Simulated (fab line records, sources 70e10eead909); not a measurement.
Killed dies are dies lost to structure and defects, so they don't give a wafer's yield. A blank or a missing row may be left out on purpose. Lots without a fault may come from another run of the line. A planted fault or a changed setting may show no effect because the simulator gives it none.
fab line records | flow nand_harc | part 1 of 2: steps 1 to 40 of 41
record lots=6 wafers=18 last_day=33
route steps=1302 shown A_CHANNEL_FILL_D1@492 A_DECK1_JOINT@518 END@1301
lots that met no fault: from a run of the same line without faults
start_h: hours from the record's first day to the start of the lot's first wafer shown | wait_h: hours since the lot's step before | " the same as in the row above | L1.1+2: a row that stands for several wafers | - no value, or no start given | * or withheld: withheld | < > ~ a bound
route shown NAME@n: a module of which the file shows steps, and the number in the route of the first | usual: mean/standard deviation of fault-free wafers | same: alike in all rows | chamber/n: place in a boat | sites: the reading at each site | _std_site: their standard deviation | _edge_site: outer sites' mean less inner sites' | radius_mm: how far each site lies from the wafer's centre | mask NAME#n: copy n | behind: the tool/chamber that last shaped the wafer | hold: why the lot was held/for how many hours/how that ended | device: the transistor (n, p or np) that didn't switch | end of line: the same wafers' tests at the end of the route | a step without rows: its recipe alone | killed: dies lost to structure and defects at the first sort, not the wafer's yield | map: a wafer's dies, x killed, . not, _ none there
set.NAME: the setting as run; set.NAME@STEP: as run at that earlier step | model.NAME: the simulator's own value behind a step, which no gauge read
lots at some steps of the route; a table a step, a row a wafer
services: from which hour (start_h, from the record's first day; less than 0 if before it) a tool's chamber was out of use, for how many hours, and why
## steps
# step NHARC_A_CHANNEL_FILL_D1_ALD_02
# recipe target_thk_a=60 pulse_time_s=10 ald_cycles=60 temp_c=300 material=SiO2
# usual heater_power_w=478/34 precursor_pulse_height_rel=1.002/0.019
# columns lot.wafer tool chamber start_h wait_h heater_power_w precursor_pulse_height_rel
L702.1 ald_hk-02 0 205.98 - 488 0.969
L702.5 " 3 " " 505 1.006
L702.6 " 0 " " 477 1.009
L706.3 ald_hk-02 0 256.58 - 478 1.016
L706.2 " 3 " " 521 0.998
L706.6 " 0 " " 480 0.999
L707.3 ald_hk-02 2 259.00 0.1 505 0.978
L707.2 " 3 " " 501 1.009
L707.5 " 2 " " 489 0.993
L721.4 ald_hk-04 0 408.30 - 552 0.969
L721.2 " 1 " " 404 1.005
L721.1 " 2 " " 460 0.998
L722.1 ald_hk-02 3 412.59 - 523 0.993
L722.4 " 2 " " 503 0.975
L722.5 " 0 " " 472 0.995
L723.1 ald_hk-02 0 416.30 - 483 0.991
L723.4 " 1 " " 448 0.989
L723.2 " 2 " " 502 1.017
# step NHARC_A_CHANNEL_FILL_D1_ALD_03
# recipe target_thk_a=60 pulse_time_s=60 ald_cycles=58 temp_c=630 pressure_torr=2 material=SiNx
# usual precursor_pulse_height_rel=0.997/0.019
# columns lot.wafer tool chamber start_h wait_h precursor_pulse_height_rel
L702.1 ald_sin_batch-03 0 - - 1.016
L702.5 " 0 " " 0.992
L702.6 " 0 " " 0.998
L706.2 ald_sin_batch-02 0 - - 0.982
L706.3 " 0 " " 0.962
L706.6 " 0 " " 1.020
L707.2 ald_sin_batch-02 0 - - 0.982
L707.3 " 0 " " 0.975
L707.5 " 0 " " 0.995
L721.1 ald_sin_batch-03 0 - - 1.019
L721.2 " 0 " " 1.025
L721.4 " 0 " " 0.993
L722.1 ald_sin_batch-01 0 - - 1.013
L722.4 " 0 " " 1.008
L722.5 " 0 " " 1.014
L723.1 ald_sin_batch-02 0 - - 0.994
L723.2 " 0 " " 1.013
L723.4 " 0 " " 1.012
# step NHARC_A_CHANNEL_FILL_D1_ALD_14
# recipe target_thk_a=25 pulse_time_s=10 ald_cycles=25 temp_c=300 material=SiO2
# usual heater_power_w=475/34 precursor_pulse_height_rel=0.997/0.021
# columns lot.wafer tool chamber start_h wait_h heater_power_w precursor_pulse_height_rel
L702.1 ald_hk-02 2 212.25 0.3 498 1.034
L702.5 " 0 " " 481 0.995
L702.6 " 1 " " 461 0.978
L706.2 ald_hk-03 2 263.59 0.0 473 1.023
L706.3 " 3 " " 487 0.965
L706.6 " 2 " " 482 0.955
L707.3 ald_hk-02 1 264.17 0.6 468 0.984
L707.2 " 2 " " 499 0.992
L707.5 " 3 " " 494 1.021
L721.1 ald_hk-02 0 415.32 0.1 491 0.966
L721.2 " 1 " " 462 0.985
L721.4 " 2 " " 501 0.982
L722.4 ald_hk-03 1 419.67 0.1 452 1.008
L722.1 " 2 " " 472 1.029
L722.5 " 0 " " 467 1.000
L723.4 ald_hk-02 1 423.25 0.0 452 0.965
L723.1 " 3 " " 512 1.043
L723.2 " 0 " " 476 1.031
# step NHARC_A_CHANNEL_FILL_D1_ALD_15
# recipe target_thk_a=20 pulse_time_s=60 ald_cycles=19 temp_c=630 pressure_torr=2 material=SiNx
# step NHARC_A_CHANNEL_FILL_D1_ALD_16
# recipe target_thk_a=15 pulse_time_s=10 ald_cycles=15 temp_c=300 material=SiO2
# step NHARC_A_CHANNEL_FILL_D1_ANNEAL_17
# recipe temp_c=850 time_s=1800
# step NHARC_A_CHANNEL_FILL_D1_CVD_18
# recipe target_thk_a=30 temp_c=550 material=poly-Si
# step NHARC_A_CHANNEL_FILL_D1_ETCHBACK_19
# recipe target_depth_a=50 time_s=1.7 hbr_flow_sccm=150 cl2_flow_sccm=50 rf_w=400 icp_w=400 bias_w=100 chemistry=HBr/Cl2
# step NHARC_A_CHANNEL_FILL_D1_ETCHBACK_20
# recipe target_depth_a=270 time_s=13.5 c4f8_flow_sccm=withheld o2_flow_sccm=8 ar_flow_sccm=withheld rf_w=600 bias_w=1500 chemistry=C4F8/O2/Ar
# usual oes_product_au=0.97/0.036 rf_fwd_power_W=588/3.1 rf_vpp_V=979/6.9
# columns lot.wafer tool chamber start_h wait_h oes_product_au rf_fwd_power_W rf_hours_counter_h rf_vpp_V
L702.1 rie_diel-05 3 229.18 - 0.92 591 7.4 970
L702.5 " 2 " " 0.92 584 - 985
L702.6 " 3 " " 0.92 590 - 970
L706.2 rie_diel-01 3 281.25 - 0.99 586 2.4 983
L706.3 " 1 " " 1.01 586 3.7 985
L706.6 " 3 " " 0.99 582 - 985
L707.2 rie_diel-08 3 281.26 - 1.00 590 5.9 971
L707.3 " 0 " " 1.00 585 5.4 974
L707.5 " 2 " " 0.99 586 - 971
L721.1 rie_diel-08 3 432.40 - 1.00 589 2.7 971
L721.4 " 0 " " 0.99 587 2.9 975
L721.2 " 2 " " 0.98 584 2.9 970
L722.1 rie_diel-01 2 436.91 - 1.01 592 2.6 970
L722.4 " 1 " " 1.00 587 2.3 983
L722.5 " 2 " " 1.01 592 - 971
L723.1 rie_diel-08 3 440.29 - 1.01 591 3.1 971
L723.4 " 0 " " 1.01 585 3.3 976
L723.2 " 1 " " 1.01 591 3.8 986
# step NHARC_A_CHANNEL_FILL_D1_STRIP_28
# recipe time_s=20 o2_flow_sccm=500 ar_flow_sccm=0 bias_w=0 chemistry=O2
# step NHARC_A_CHANNEL_FILL_D1_PRECLEAN_21
# recipe time_s=30 chemistry=dHF
# step NHARC_A_CHANNEL_FILL_D1_SRD_23
# step NHARC_A_CHANNEL_FILL_D1_CVD_05
# recipe target_thk_a=50 temp_c=550 material=poly-Si
# usual spike_tc_bottom_C=568.8/2.7 spike_tc_centre_C=551.2/1.1 spike_tc_lower_C=550.6/1.2 spike_tc_top_C=571/3.8 spike_tc_upper_C=549.8/1.1
# columns lot.wafer tool chamber start_h wait_h spike_tc_bottom_C spike_tc_centre_C spike_tc_lower_C spike_tc_top_C spike_tc_upper_C
L702.1 lpcvd_poly-01 0 232.11 2.7 570.9 550.6 552.3 567 548.4
L702.5 " 0 " " 569.5 552.3 551.3 567 548.9
L702.6 " 0 " " 570.7 552.6 552.3 568 549.6
L706.2 lpcvd_poly-01 0 283.73 2.3 588.1 570.5 571.2 589 571.1
L706.3 " 0 " " 589.4 572.9 572.3 587 570.5
L706.6 " 0 " " 589.6 571.6 573.1 589 568.6
L707.2 lpcvd_poly-01 0 283.73 2.3 589.5 573.0 571.1 588 570.0
L707.3 " 0 " " 589.6 571.5 573.6 589 570.2
L707.5 " 0 " " 591.0 570.9 572.7 588 570.0
L721.1 lpcvd_poly-04 0 435.64 3.0 565.1 550.8 550.1 575 552.0
L721.2 " 0 " " 564.3 552.5 549.9 576 550.3
L721.4 " 0 " " 565.7 552.3 548.5 576 550.7
L722.1 lpcvd_poly-01 0 439.78 2.6 572.3 551.9 550.2 568 549.2
L722.4 " 0 " " 570.1 550.0 550.9 568 550.5
L722.5 " 0 " " 569.4 551.2 550.7 566 549.2
L723.1 lpcvd_poly-02 0 442.95 2.4 570.7 550.7 551.1 574 551.9
L723.2 " 0 " " 567.2 551.2 550.1 575 548.9
L723.4 " 0 " " 572.0 552.7 551.4 574 549.4
# step NHARC_A_CHANNEL_FILL_D1_ANNEAL_22
# recipe temp_c=620 time_s=7200
# step NHARC_A_CHANNEL_FILL_D1_ALD_25
# recipe target_thk_a=600 pulse_time_s=10 ald_cycles=600 temp_c=300 material=SiOx
# usual heater_power_w=478/30 precursor_pulse_height_rel=0.999/0.02
# columns lot.wafer tool chamber start_h wait_h hold heater_power_w precursor_pulse_height_rel
L702.1 ald_hk-02 3 242.01 0.7 - 518 1.001
L702.5 " 2 243.84 2.5 - 511 1.030
L702.6 " 3 " " - 514 0.998
L706.3 ald_hk-02 1 297.27 4.1 await_dispo/1.5h/release 472 0.992
L706.2 " 3 298.49 5.4 await_dispo/1.5h/release 514 1.013
L706.6 " 0 " " await_dispo/1.5h/release 492 1.020
L707.2 ald_hk-03 2 299.85 6.7 await_dispo/4.8h/release 471 1.016
L707.3 " 3 " " await_dispo/4.8h/release 468 0.998
L707.5 " 3 302.97 9.8 await_dispo/4.8h/release 485 0.977
L721.4 ald_hk-02 0 444.98 0.0 - 477 1.023
L721.1 " 1 " " - 464 1.039
L721.2 " 3 446.82 1.9 - 531 1.008
L722.1 ald_hk-03 0 450.31 1.3 - 485 1.014
L722.4 " 1 " " - 447 0.983
L722.5 " 2 " " - 470 0.985
L723.1 ald_hk-02 2 453.04 0.1 - 511 0.981
L723.2 " 3 " " - 519 1.014
L723.4 " 1 454.87 1.9 - 459 0.995
# step NHARC_A_CHANNEL_FILL_D1_ETCHBACK_08
# recipe target_depth_a=2200 time_s=110 c4f8_flow_sccm=20 ar_flow_sccm=withheld rf_w=600 bias_w=300 chemistry=C4F8
# step NHARC_A_CHANNEL_FILL_D1_STRIP_29
# recipe time_s=20 o2_flow_sccm=500 ar_flow_sccm=0 bias_w=0 chemistry=O2
# step NHARC_A_CHANNEL_FILL_D1_PRECLEAN_30
# recipe time_s=30 chemistry=dHF
# step NHARC_A_CHANNEL_FILL_D1_SRD_31
# step NHARC_A_CHANNEL_FILL_D1_CVD_09
# recipe target_thk_a=1500 temp_c=620 pressure_mtorr=200 time_s=3000 material=poly-Si
# step NHARC_A_CHANNEL_FILL_D1_CMP_10
# recipe target_thk_nm=150
# step NHARC_A_CHANNEL_FILL_D1_SRD_12
# step NHARC_A_CHANNEL_FILL_D1_INSPECT_13
# usual raw_defect_count=308/140
# columns lot.wafer tool chamber start_h wait_h raw_defect_count
L702.1 defect_inspect-02 - 253.16 0.0 351
L702.5 " - " " 386
L702.6 " - " " 272
L706.2 defect_inspect-01 - 307.48 0.0 160
L706.3 " - " " 356
L706.6 " - " " 206
L707.2 defect_inspect-02 - 309.74 0.0 391
L707.3 " - " " 280
L707.5 " - " " 211
L721.1 defect_inspect-02 - 456.80 0.0 281
L721.2 " - " " 160
L721.4 " - " " 138
L722.1 defect_inspect-02 - 461.11 0.0 133
L722.4 " - " " 284
L722.5 " - " " 156
L723.1 defect_inspect-02 - 464.77 0.0 541
L723.2 " - " " 465
L723.4 " - " " 481
# step NHARC_A_DECK1_JOINT_ETCHBACK_07
# recipe target_depth_a=1050 time_s=26.9 hbr_flow_sccm=150 rf_w=350 icp_w=350 bias_w=60 chemistry=HBr
# step NHARC_A_DECK1_JOINT_ETCH_25
# recipe target_depth_a=5 chemistry=dHF material=SiO2
# step NHARC_A_DECK1_JOINT_ETCH_19
# recipe temp_c=25 target_depth_a=30 chemistry=TMAH material=poly-Si
# step NHARC_A_DECK1_JOINT_ETCH_18
# recipe target_depth_a=30 chemistry=dHF material=SiO2
# step NHARC_A_DECK1_JOINT_WET_08
# recipe temp_c=160 time_s=86 chemistry=H3PO4
# step NHARC_A_DECK1_JOINT_ETCH_09
# recipe target_depth_a=50 chemistry=dHF material=SiO2
# step NHARC_A_DECK1_JOINT_WET_10
# recipe temp_c=160 time_s=86 chemistry=H3PO4
# step NHARC_A_DECK1_JOINT_ETCH_11
# recipe target_depth_a=350 chemistry=dHF material=SiO2
# step NHARC_A_DECK1_JOINT_CVD_12
# recipe target_thk_a=900 temp_c=620 pressure_mtorr=200 time_s=1800 material=poly-Si
# step NHARC_A_DECK1_JOINT_CMP_13
# recipe target_thk_nm=51.023
# step NHARC_A_DECK1_JOINT_THK_MEAS_14
# recipe thk_meas_gauge=ellipsometry
# usual thk_nm=50.8/1.5
# columns lot.wafer tool chamber start_h wait_h thk_nm
L702.1 film_metro-02 - 271.58 0.2 49.7
L702.5 " - " " 52.0
L702.6 " - " " 48.7
L707.2 film_metro-01 - 317.89 0.2 51.3
L707.3 " - " " 51.3
L707.5 " - " " 52.7
L706.2 film_metro-02 - 320.11 0.2 53.6
L706.3 " - " " 46.4
L706.6 " - " " 52.5
L721.1 film_metro-02 - 467.45 0.2 48.3
L721.2 " - " " 52.0
L721.4 " - " " 51.0
L722.1 film_metro-01 - 475.93 0.2 48.4
L722.4 " - " " 49.3
L722.5 " - " " 50.1
L723.1 film_metro-02 - 475.93 0.2 48.5
L723.2 " - " " 51.4
L723.4 " - " " 49.5
# step NHARC_A_DECK1_JOINT_SRD_04
# step NHARC_A_DECK1_JOINT_ETCHBACK_00
# recipe target_depth_a=300 time_s=17.4 hbr_flow_sccm=150 rf_w=350 icp_w=350 bias_w=60 chemistry=HBr
# step NHARC_A_DECK1_JOINT_PRECLEAN_30
# recipe time_s=* temp_c=50 bath_age_min=0 chemistry=SC1
# step NHARC_A_DECK1_JOINT_SRD_31
# step NHARC_A_DECK1_JOINT_CVD_34
# recipe target_thk_a=200 temp_c=700 pressure_mtorr=300 material=SiNx
# step NHARC_END_WLT_00
# usual VT_DECK1_BOTTOM=0.870/0.0061 VT_DECK1_BOTTOM_INNER=0.871/0.0065 VT_DECK1_MEDIAN_NEAR_BOTTOM=0.871/0.0066 VT_DECK1_MEDIAN_NEAR_BOTTOM_INNER=0.871/0.0061 VT_DECK1_MIDDLE=0.884/0.006 VT_DECK1_MIDDLE_INNER=0.884/0.0067 VT_DECK1_TOP=0.895/0.0068 VT_DECK1_TOP_INNER=0.895/0.0065 VT_DECK2_BOTTOM=0.873/0.0075 VT_DECK2_BOTTOM_INNER=0.872/0.0079 VT_DECK2_MEDIAN_NEAR_BOTTOM=0.874/0.0076 VT_DECK2_MEDIAN_NEAR_BOTTOM_INNER=0.874/0.0073 VT_DECK2_MIDDLE=0.886/0.0079 VT_DECK2_MIDDLE_INNER=0.886/0.007 VT_DECK2_TOP=0.898/0.0081 VT_DECK2_TOP_INNER=0.898/0.0083
# columns lot.wafer tool chamber start_h wait_h hold VT_DECK1_BOTTOM VT_DECK1_BOTTOM_INNER VT_DECK1_MEDIAN_NEAR_BOTTOM VT_DECK1_MEDIAN_NEAR_BOTTOM_INNER VT_DECK1_MIDDLE VT_DECK1_MIDDLE_INNER VT_DECK1_TOP VT_DECK1_TOP_INNER VT_DECK2_BOTTOM VT_DECK2_BOTTOM_INNER VT_DECK2_MEDIAN_NEAR_BOTTOM VT_DECK2_MEDIAN_NEAR_BOTTOM_INNER VT_DECK2_MIDDLE VT_DECK2_MIDDLE_INNER VT_DECK2_TOP VT_DECK2_TOP_INNER
L702.1 prober-02 - 574.21 0.1 - 0.878 0.871 0.879 0.879 0.881 0.887 0.895 0.895 0.879 0.875 0.879 0.869 0.886 0.881 0.901 0.897
L702.5 " - 576.17 2.0 - 0.876 0.875 0.871 0.873 0.890 0.884 0.898 0.894 0.870 0.870 0.879 0.875 0.887 0.884 0.897 0.893
L702.6 " - " " - 0.873 0.874 0.870 0.869 0.887 0.890 0.898 0.897 0.874 0.863 0.867 0.873 0.884 0.884 0.898 0.897
L706.2 prober-01 - 630.13 0.5 await_dispo/0.2h/release 0.995 0.993 0.994 0.985 1.015 1.022 1.046 1.044 0.864 0.869 0.876 0.871 0.885 0.879 0.904 0.903
L706.3 " - " " await_dispo/0.2h/release 0.992 0.999 0.997 1.009 1.017 1.017 1.039 1.034 0.879 0.875 0.872 0.875 0.882 0.885 0.903 0.896
L706.6 " - 632.13 2.5 await_dispo/0.2h/release 0.995 0.988 1.001 1.000 1.019 1.014 1.039 1.040 0.870 0.876 0.877 0.867 0.887 0.888 0.907 0.901
L706.2 prober-01 - 637.88 7.2 - 0.993 0.988 0.996 0.990 1.016 1.014 1.042 1.039 0.875 0.877 0.873 0.874 0.888 0.877 0.896 0.897
L706.3 " - " " - 0.993 0.997 0.997 0.994 1.013 1.024 1.036 1.037 0.881 0.871 0.873 0.874 0.883 0.888 0.899 0.895
L706.6 " - 639.87 7.2 - 0.987 1.008 1.000 0.995 1.019 1.017 1.043 1.040 0.874 0.870 0.879 0.868 0.887 0.891 0.903 0.891
L707.2 prober-02 - 630.15 0.6 await_dispo/0.2h/release 0.994 0.998 1.002 1.004 1.011 1.026 1.041 1.043 0.872 0.861 0.868 0.868 0.876 0.876 0.888 0.892
L707.3 " - " " await_dispo/0.2h/release 0.998 0.990 1.000 0.986 1.024 1.020 1.039 1.050 0.864 0.867 0.870 0.866 0.873 0.885 0.887 0.887
L707.5 " - 631.64 2.0 await_dispo/0.2h/release 1.005 1.006 1.004 1.002 1.022 1.022 1.045 1.043 0.861 0.867 0.865 0.867 0.875 0.879 0.892 0.887
L707.2 prober-02 - 638.01 7.4 - 1.002 1.004 1.003 0.996 1.018 1.032 1.050 1.044 0.871 0.868 0.875 0.874 0.879 0.873 0.890 0.891
L707.3 " - " " - 0.994 0.993 0.992 1.005 1.016 1.022 1.050 1.043 0.860 0.864 0.868 0.861 0.879 0.885 0.896 0.888
L707.5 " - 639.51 7.4 - 1.002 1.001 1.005 1.009 1.021 1.018 1.052 1.044 0.865 0.868 0.873 0.867 0.881 0.879 0.886 0.894
L721.1 prober-02 - 774.58 0.1 - 0.870 0.870 0.873 0.865 0.886 0.887 0.895 0.900 0.880 0.876 0.878 0.880 0.892 0.894 0.906 0.906
L721.2 " - " " - 0.867 0.869 0.872 0.865 0.876 0.888 0.894 0.900 0.881 0.881 0.878 0.874 0.893 0.890 0.903 0.903
L721.4 " - " " - 0.871 0.866 0.868 0.882 0.898 0.889 0.899 0.892 0.874 0.881 0.877 0.875 0.899 0.891 0.906 0.906
L722.1 prober-01 - 796.16 0.0 - 0.880 0.881 0.872 0.877 0.882 0.882 0.911 0.906 0.874 0.878 0.882 0.872 0.880 0.882 0.908 0.900
L722.4 " - 797.68 1.6 - 0.874 0.872 0.873 0.874 0.887 0.884 0.905 0.901 0.876 0.880 0.870 0.876 0.891 0.891 0.904 0.906
L722.5 " - " " - 0.878 0.883 0.880 0.877 0.886 0.890 0.900 0.905 0.873 0.875 0.882 0.880 0.892 0.893 0.904 0.899
L723.1 prober-02 - 796.17 0.1 - 0.860 0.872 0.865 0.857 0.889 0.878 0.897 0.895 0.883 0.881 0.878 0.886 0.899 0.891 0.904 0.913
L723.2 " - " " - 0.864 0.865 0.863 0.867 0.880 0.875 0.899 0.901 0.888 0.888 0.889 0.885 0.891 0.895 0.905 0.907
L723.4 " - 797.67 1.6 - 0.871 0.864 0.863 0.865 0.887 0.875 0.894 0.891 0.880 0.882 0.882 0.882 0.899 0.892 0.909 0.907
## key
first_sign step=NHARC_A_CHANNEL_FILL_D1_CVD_05 reading=spike_tc_centre_C direction=up sigmas=19 usual=551.2 struck=571.7
effect step=NHARC_A_CHANNEL_FILL_D1_CVD_05 reading=spike_tc_upper_C direction=up sigmas=18 usual=549.8 struck=570.1
effect step=NHARC_END_WLT_00 reading=VT_DECK1_TOP_INNER direction=up sigmas=23 usual=0.895 struck=1.042
effect step=NHARC_END_SORT_01 reading=hold direction=added
met_at NHARC_A_CHANNEL_FILL_D1_CVD_05
struck_wafers L706.2,L706.3,L706.6,L707.2,L707.3,L707.5
tester_left_out L706,L707
onset_between 232.11 283.73
fault kind=process_parameter_drift tool=lpcvd_poly-01 chamber=- onset_h=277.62 steps=NHARC_A_CHANNEL_FILL_D1_CVD_05 channel=temp_c offset=* shape=step end_h=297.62 acts_in=* stated=*
# tester_left_out: of these lots the tester's yield and bins aren't shown, on N5 and GAA mostly nor the transistor test; their killed dies are dies lost to structure and defects alone, not to doping, threshold or leakage, so they don't give the yield
